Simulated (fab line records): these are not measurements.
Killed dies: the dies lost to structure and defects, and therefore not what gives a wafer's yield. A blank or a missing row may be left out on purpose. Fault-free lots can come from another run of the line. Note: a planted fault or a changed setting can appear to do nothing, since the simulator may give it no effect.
Struck lot and sound lot, side by side	flow n5Finfet	44 out of 1938 route steps
Sound: these wafers, L290.1, L290.3, L290.4. Struck: wafer L299.1. (L299.2, L299.6 of the same lot were not struck and are left out.) The cause comes at the end.
Each step with rows lists, per side, the tool, then ch with its chambers, then its first start. Under that, the readings that differ: sound wafers	struck wafers	difference of the means	sigmas: that difference in standard deviations of wafers without a fault.
alike: same words and numbers on both sides, and readings whose means sit less than 2 such deviations apart. not compared: any withheld reading, any reading some wafer has no value for, any bound like >300 that may hide the same value, and any number with overlapping values for which the record gives no deviation.
Wherever a step has rows on one side only, a row that says differs or no value, or a row with sigmas, the two part there. When numbers do not overlap yet have no deviation, they are printed without sigmas and do not part them. A reading missing from all wafers of one side parts the sides only when that side holds two or more wafers.

first, 11 steps without rows for these wafers: N5_BEOL_M2_DESCUM_33 (chemistry O2, time 7 s); N5_BEOL_M2_ETCH_77 (etches underlayer in N2/H2, target depth 6.5 nm, time 5.2 s); N5_BEOL_M2_ETCH_69 (etches SiARC in CF4, target depth 15.6 nm, time 26 s); N5_BEOL_M2_ALD_98 (deposits SiO2, target thk 2.5 nm, pulse time 1 s, co reactant pulse time 1 s); N5_BEOL_M2_ETCHBACK_99 (etches SiO2 in CHF3, target depth 5 nm, time 10.4 s); N5_BEOL_M2_ETCH_70 (etches SOC in N2/H2, target depth 80 nm, overetch 24 nm, time 130 s); N5_BEOL_M2_STRIP_71 (strips in N2/H2); N5_BEOL_M2_STRIP_78 (strips in N2/H2); N5_BEOL_M2_VIA_ETCH_34 (etches the open film in C4F6/O2, target depth 69.4 nm, time 65.9 s); N5_BEOL_M2_STRIP_83 (strips in C4F6/O2); N5_BEOL_M2_STRIP_36 (strips in N2/H2).
N5_BEOL_M2_TRENCH_ETCH_37: etches SiOC in C4F6/O2, target depth 55.555 nm, time 29.2 s.
  sound on rieDiel-03 ch 0,2,3, day 9 03:17; struck on rieDiel-03 ch 1, day 12 19:34
reading	sound	struck	difference	sigmas
O2_flow_sccm (sccm)	10.033 9.969 9.992	9.934	-0.064	-2
oes_f_703_au (a.u.)	0.73 0.84 0.74	1.07	+0.30	+4
oes_o_777_au (a.u.)	0.74 0.84 0.73	1.03	+0.26	+4
rfFwdPowerW (W)	352.7 349.9 349.7	437.8	+87.0	+62
rfVppV (V)	666 667 658	606	-58	-12
model.BEOL_M2.featureDepthNm (nm)	55 56.2 55	60.6	+5.2	
model.etch.depthNm (nm)	54.99 56.12 54.99	60.54	+5.17	
  alike: drypumpMotorCurrentA, oesProductAu, showerheadPlenumPTorr, throttleValvePct
  not compared: rfHoursCounterH
then, 2 steps without rows for these wafers: N5_BEOL_M2_ETCH_41 (etches SiCN in CH3F/O2, target depth 29.9 nm, time 52.5 s); N5_BEOL_M2_STRIP_97 (strips in N2/H2, time 10 s).
N5_BEOL_M2_OCD_MEAS_38:
  struck on ocd-02, day 12 19:43; sound on ocd-01, day 9 03:26
reading	sound	struck	difference	sigmas
trenchDepthNm (nm)	55.6 55.9 55.7	60.8	+5.1	+6
then, 25 steps without rows for these wafers: N5_BEOL_M2_HM_STRIP_39 (strips TiN in peroxide tin strip, target depth 25 nm, time 158 s); N5_BEOL_M2_SRD_40 (time 30 s); N5_BEOL_M2_PRECLEAN_42 (cleans in residue remover, time 60 s); N5_BEOL_M2_SRD_43 (time 30 s); N5_BEOL_M2_DEGAS_44 (time 60 s); N5_BEOL_M2_PRE_CLEAN_45 (time 30 s); N5_BEOL_M2_ALD_84 (deposits TaN, pulse time 2 s, purge time 3 s, co reactant purge time 2 s); N5_BEOL_M2_SURFACE_TREAT_85; N5_BEOL_M2_CVD_47 (deposits Co from CCTBA/H2, target thk 3 nm, time 223.8 s); N5_BEOL_M2_SPUTTER_48 (material Cu, target thk 4.5 nm, time 8.29 s); N5_BEOL_M2_ANNEAL_49 (time 240 s); N5_BEOL_M2_SPUTTER_79 (material Cu, target thk 4.5 nm, time 8.29 s); N5_BEOL_M2_ANNEAL_80 (time 240 s); N5_BEOL_M2_SPUTTER_81 (material Cu, target thk 4.5 nm, time 8.29 s); N5_BEOL_M2_ANNEAL_82 (time 240 s); N5_BEOL_M2_SPUTTER_86 (material Cu, target thk 4.5 nm, time 8.29 s); N5_BEOL_M2_ANNEAL_87 (time 240 s); N5_BEOL_M2_SPUTTER_88 (material Cu, target thk 4.5 nm, time 8.29 s); N5_BEOL_M2_ANNEAL_89 (time 240 s); N5_BEOL_M2_SPUTTER_90 (material Cu, target thk 4.5 nm, time 8.29 s); N5_BEOL_M2_ANNEAL_91 (time 240 s); N5_BEOL_M2_SPUTTER_92 (material Cu, target thk 4.5 nm, time 8.29 s); N5_BEOL_M2_ANNEAL_93 (time 240 s); N5_BEOL_M2_SPUTTER_94 (material Cu, target thk 4.5 nm, time 8.29 s); N5_BEOL_M2_ANNEAL_95 (time 240 s).
N5_BEOL_M2_CMP_52: polishes, stops on SiOC, t overpolish 6.8 s, target thk 40 nm.
  sound on cmp-01 ch 0,2,3, day 9 06:46; struck on cmp-01 ch 2, day 12 23:05
reading	sound	struck	difference	sigmas
model.Cu_of_BEOL_M2_ECD_50.thkNm (nm)	41.2 42 40	44.4	+3.3	
  alike: barrierFieldEndpointS, motorCurrentA, overpolishRunS, timeToEndpointS
N5_BEOL_M2_THK_MEAS_53: measures by xrf.
  struck on filmMetro-01, day 12 23:21; sound on filmMetro-02, day 9 07:04
reading	sound	struck	difference	sigmas
M2_THK (nm)	40.7 41.7 39.6	44.4	+3.7	+3
N5_BEOL_M2_RS_MEAS_58: uses a four-point probe to measure.
  struck on filmMetro-01, day 12 23:37; sound on filmMetro-02, day 9 07:20
reading	sound	struck	difference	sigmas
M2_RS (ohm/sq)	0.641 0.626 0.669	0.584	-0.061	-2
-- here the record skips 2 days between the struck wafers' starts before and after, leaving off in module BEOL_M2 and picking up in module BEOL_M4 (first step shown: number 1111 of the route) --
N5_BEOL_M4_RC_MEAS_101:
  sound on prober-02 ch 0, day 11 07:45; struck on prober-02 ch 0, day 15 02:09
reading	sound	struck	difference	sigmas
DIBL_P (mV/V)	35.6 35.3 37.4	39.3	+3.2	+2
  alike: DIBL_N, IOFF_N, IOFF_P, ION_N, ION_P, SS_N, SS_P, VT_N, VT_P

WHERE THEY PART
Earliest at N5_BEOL_M2_TRENCH_ETCH_37; latest, in this record, at N5_BEOL_M4_RC_MEAS_101.

WHY: the cause the simulator had injected
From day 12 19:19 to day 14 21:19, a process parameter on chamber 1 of rieDiel-03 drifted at N5_BEOL_M2_TRENCH_ETCH_37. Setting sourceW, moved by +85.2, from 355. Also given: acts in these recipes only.
